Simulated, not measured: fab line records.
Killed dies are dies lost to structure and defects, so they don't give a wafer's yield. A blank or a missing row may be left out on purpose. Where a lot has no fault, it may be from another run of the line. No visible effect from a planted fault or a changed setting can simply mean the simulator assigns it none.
A struck lot beside a sound one ; flow n5_finfet ; 16 steps out of a route of 1938
Sound: the wafers L625.2, L625.3, L625.6. The struck wafers were L635.1, L635.4, L635.6. The cause is named last.
For every step that has rows: the tool of each side, followed by ch and its chambers, followed by its first start. Under that, the readings that differ: sound wafers ; struck wafers ; difference of the means ; sigmas: that difference in standard deviations of wafers without a fault.
alike: same words and numbers on both sides, and readings whose means sit less than 2 such deviations apart. not compared: any withheld reading, any reading some wafer has no value for, any bound like >300 that may hide the same value, and any number with overlapping values for which the record gives no deviation.
A row with sigmas, a row that says differs or no value, or rows on one side alone: a step with any of these is where the two part. When numbers do not overlap yet have no deviation, they are printed without sigmas and do not part them. A reading that every wafer of one side lacks parts them only if that side has two wafers or more.

first, 3 steps without rows for these wafers: N5_BEOL_M0_SAQP_STRIP_80 (strips in N2/H2); N5_BEOL_M0_SAQP_HM_OPEN_112 (chemistry CHF3/O2, target SiO2, stops on a-Si, target depth 12 nm, time 13.5 s); N5_BEOL_M0_SAQP_STRIP_113 (strips in CHF3/O2).
N5_BEOL_M0_SAQP_MANDREL_ETCH_20: etches a-Si in HBr/Cl2, stops on SiNx, target depth 60 nm, bt time 10 s, time 30 s.
  sound on rie_si-02 ch 1,2, day 7 17:50; struck on rie_si-06 ch 1,2,3, day 10 05:03
  alike: drypump_motor_current_A, he_backside_leak_sccm, mfc_cl2_sccm, oes_product_au, throttle_valve_pct
  not compared: rf_hours_counter_h
N5_BEOL_M0_SAQP_STRIP_86: strips in N2/H2.
  sound on rie_diel-05 ch 1,2, day 7 18:09; struck on rie_diel-05 ch 0,2,3, day 10 05:09
  alike: drypump_motor_current_A, n2_flow_sccm, oes_product_au, rf_vpp_V, showerhead_plenum_p_Torr, throttle_valve_pct
  not compared: rf_hours_counter_h
then, 3 steps without rows for these wafers: N5_BEOL_M0_SAQP_STRIP_115 (strips in post etch residue remover, time 60 s); N5_BEOL_M0_SAQP_SRD_93 (time 30 s); N5_BEOL_M0_SAQP_RECESS_114 (chemistry HF/NH3, target SiO2, target depth 14.4 nm, afs cycles 3, sublimation time 60 s).
N5_BEOL_M0_SAQP_SPACER1_ALD_98: deposits SiO2, target thk 12.8 nm, pulse time 1 s, purge time 2 s.
  sound on ald_sin-01 ch 0,2,3, day 7 18:40; struck on ald_sin-03 ch 0,1,2, day 10 05:53
  alike: heater_power_w, precursor_pulse_height_rel
then, 1 step without rows for these wafers: N5_BEOL_M0_SAQP_SPACER1_ETCHBACK_99 (etches SiO2 in CHF3/O2, target depth 15.4 nm, time 7.7 s).
N5_BEOL_M0_SAQP_MANDREL1_REMOVE_100: chemistry HBr/Cl2/O2, target a-Si, stops on SiNx, bt time 10 s.
  sound on rie_si-02 ch 0,1, day 7 19:13; struck on rie_si-01 ch 2,3, day 10 06:27
  alike: drypump_motor_current_A, he_backside_leak_sccm, mfc_cl2_sccm, oes_product_au, throttle_valve_pct
  not compared: rf_hours_counter_h
N5_BEOL_M0_SAQP_CD_MEAS_25: target cd 13.1 nm.
  sound on cd_sem-03 ch 0, day 7 19:20; struck on cd_sem-01 ch 0, day 10 06:34
  alike: cd_nm
N5_BEOL_M0_SAQP_ETCH_101: etches SiNx in CH3F/O2, target depth 29.9 nm, time 42.7 s.
  sound on rie_diel-06 ch 0,1,2, day 7 19:22; struck on rie_diel-06 ch 0,2, day 10 06:36
reading;sound;struck;difference;sigmas
model.etch.depth_nm (nm);30 30.26 29.93;21.18 21.65 21.29;-8.69;
  alike: drypump_motor_current_A, oes_product_au, rf_vpp_V, showerhead_plenum_p_Torr, throttle_valve_pct
  not compared: rf_hours_counter_h
N5_BEOL_M0_SAQP_ETCH_102: etches SiO2 in CF4, target depth 4 nm, time 4.4 s.
  sound on rie_si-01 ch 0,1, day 7 19:29; struck on rie_si-02 ch 1,2,3, day 10 06:43
reading;sound;struck;difference;sigmas
he_backside_leak_sccm (sccm);5.3 2.5 3.2;2.4 2.8 2.3;-1.2;-3
oes_product_au (a.u.);1.027 0.970 1.021;0.378 0.377 0.366;-0.632;-33
  alike: drypump_motor_current_A, throttle_valve_pct
  not compared: rf_hours_counter_h
N5_BEOL_M0_SAQP_MANDREL_ETCH_103: etches a-Si in HBr/Cl2, stops on SiCN, target depth 45 nm, bt time 10 s, time 27 s.
  sound on rie_si-01 ch 0,1, day 7 19:31; struck on rie_si-02 ch 1,2,3, day 10 06:44
  alike: drypump_motor_current_A, he_backside_leak_sccm, mfc_cl2_sccm, oes_product_au, throttle_valve_pct
  not compared: rf_hours_counter_h
-- here the record skips 3 days between the struck wafers' starts before and after, leaving off in module BEOL_M0_SAQP and picking up in module BEOL_M4 (first step shown: number 1111 of the route) --
N5_BEOL_M4_RC_MEAS_101:
  sound on prober-01 ch 0, day 11 10:02; struck on prober-01 ch 0, day 13 09:58
  alike: DIBL_N, DIBL_P, IOFF_N, IOFF_P, ION_N, ION_P, SS_N, SS_P, VT_N, VT_P

WHERE THEY PART
Within this record, at N5_BEOL_M0_SAQP_ETCH_102 only. Later steps at which nothing parts them and some readings are alike: N5_BEOL_M0_SAQP_MANDREL_ETCH_103, N5_BEOL_M4_RC_MEAS_101.

WHY: the cause the simulator had injected
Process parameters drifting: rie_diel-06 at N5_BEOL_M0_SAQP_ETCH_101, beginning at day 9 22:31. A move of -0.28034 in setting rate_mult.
